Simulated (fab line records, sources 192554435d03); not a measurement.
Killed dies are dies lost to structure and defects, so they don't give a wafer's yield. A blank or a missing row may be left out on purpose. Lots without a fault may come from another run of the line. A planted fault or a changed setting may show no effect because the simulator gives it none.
Split-lot experiment | flow n5_finfet | 7 lots, 21 wafers read, on a route of 1938 steps

THE SPLIT
At N5_BEOL_M6_COAT_60 (time 60 s, resist thk 35 nm), the setting spin_rpm was moved away from the recipe's 1500 rpm on 9 of the 21 wafers read, by -10.3% to +8.4%. The other wafers ran this setting at the recipe's value.

FROM THE SPLIT TO THE READING: what the file shows between them, 4 steps
- N5_BEOL_M6_COAT_05: resist thk 90 nm
- N5_BEOL_M6_EBR_07
- N5_BEOL_M6_DESCUM_16: chemistry O2, time 7.9 s
- N5_BEOL_M6_ETCH_61: etches SiARC in CF4, target depth 45.5 nm, time 75.8 s

THE READING
SiARC_of_BEOL_M6_COAT_60.thk_nm (the simulator's own value, which no gauge read), in nm, at N5_BEOL_M6_ETCH_62 (etches SOC in N2/H2, target depth 110 nm, overetch 22 nm, time 165 s). The file gives no usual value for it. The 12 wafers here that ran the recipe average 28.3 nm, standard deviation 0.24 nm.

wafer  | tool, chamber at the split | spin_rpm as run, rpm | against the recipe | SiARC_of_BEOL_M6_COAT_60.thk_nm, nm | against lot-mates on the recipe
L078.1 | litho_track-05, 0          | 1500                 | recipe             | 28.4                                | -
L078.2 | litho_track-05, 0          | 1500                 | recipe             | 28.4                                | -
L078.3 | litho_track-05, 0          | 1500                 | recipe             | 28.4                                | -
L081.1 | litho_track-04, 0          | 1500                 | recipe             | 28.4                                | -
L081.4 | litho_track-04, 0          | 1626                 | +8.4%              | 27.2                                | -1.1
L081.5 | litho_track-04, 0          | 1500                 | recipe             | 28.2                                | -
L083.3 | litho_track-04, 0          | 1500                 | recipe             | 28.2                                | -
L083.4 | litho_track-04, 0          | 1426                 | -4.9%              | 29.2                                | +1.0
L083.6 | litho_track-04, 0          | 1426                 | -4.9%              | 29                                  | +0.8
L082.1 | litho_track-04, 0          | 1345                 | -10.3%             | 30.6                                | +2.6
L082.2 | litho_track-04, 0          | 1345                 | -10.3%             | 30.4                                | +2.4
L082.3 | litho_track-04, 0          | 1500                 | recipe             | 28                                  | -
L090.1 | litho_track-05, 0          | 1551                 | +3.4%              | 27.6                                | -1.1
L090.3 | litho_track-05, 0          | 1500                 | recipe             | 29                                  | -
L090.6 | litho_track-05, 0          | 1500                 | recipe             | 28.4                                | -
L093.1 | litho_track-05, 0          | 1500                 | recipe             | 28.2                                | -
L093.4 | litho_track-05, 0          | 1500                 | recipe             | 28.2                                | -
L093.6 | litho_track-05, 0          | 1573                 | +4.9%              | 27.4                                | -0.8
L095.2 | litho_track-03, 0          | 1347                 | -10.2%             | 30.2                                | +2.0
L095.3 | litho_track-03, 0          | 1347                 | -10.2%             | 30.2                                | +2.0
L095.5 | litho_track-03, 0          | 1500                 | recipe             | 28.2                                | -

THE FIT
A straight line over all 21 wafers: SiARC_of_BEOL_M6_COAT_60.thk_nm changes by -0.184 nm for each +1% of spin_rpm; r = -0.97; the points scatter about the line by 0.24 nm.
The same after taking each lot's own level away (the mean of its wafers on the recipe; 21 wafers): -0.203 nm for each +1%; r = -0.97; scatter 0.24 nm.
On that fit, the largest move of spin_rpm shifts the reading by 2.1 nm.
The lots' own levels span 28.00 to 28.70 nm, that is 3.0 times the standard deviation above.
So the lot-to-lot level changes the slope little: the two slopes agree.
Check: with one of the wafers moved furthest among these (-10.3%) left out of the fit, the line predicts +2.02 nm for it against its lot-mates. It came out at +2.6 nm against them.

THE WHOLE CHAIN: every reading that the file lists as answering this split, in the file's order
step               | what it does                                                         | reading                                                                            | change (the file's fit)               | r (the file's)
N5_BEOL_M6_COAT_60 | time 60 s, resist thk 35 nm                                          | SiARC_of_BEOL_M6_COAT_60.thk_nm (the simulator's own value, which no gauge read)   | -0.181 nm for each +1% of the setting | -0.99
N5_BEOL_M6_ETCH_61 | etches SiARC in CF4, target depth 45.5 nm, time 75.8 s               | etch.depth_nm (the simulator's own value, which no gauge read)                     | -0.18 nm for each +1% of the setting  | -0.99
N5_BEOL_M6_ETCH_61 | etches SiARC in CF4, target depth 45.5 nm, time 75.8 s               | CAR-ArF_of_BEOL_M6_COAT_05.thk_nm (the simulator's own value, which no gauge read) | +0.168 nm for each +1% of the setting | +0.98
N5_BEOL_M6_ETCH_62 | etches SOC in N2/H2, target depth 110 nm, overetch 22 nm, time 165 s | SiARC_of_BEOL_M6_COAT_60.thk_nm (the simulator's own value, which no gauge read)   | -0.198 nm for each +1% of the setting | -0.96

THE FILE'S OWN FIT
SiARC_of_BEOL_M6_COAT_60.thk_nm changes by -0.198 nm for each +1% of spin_rpm, r = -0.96.
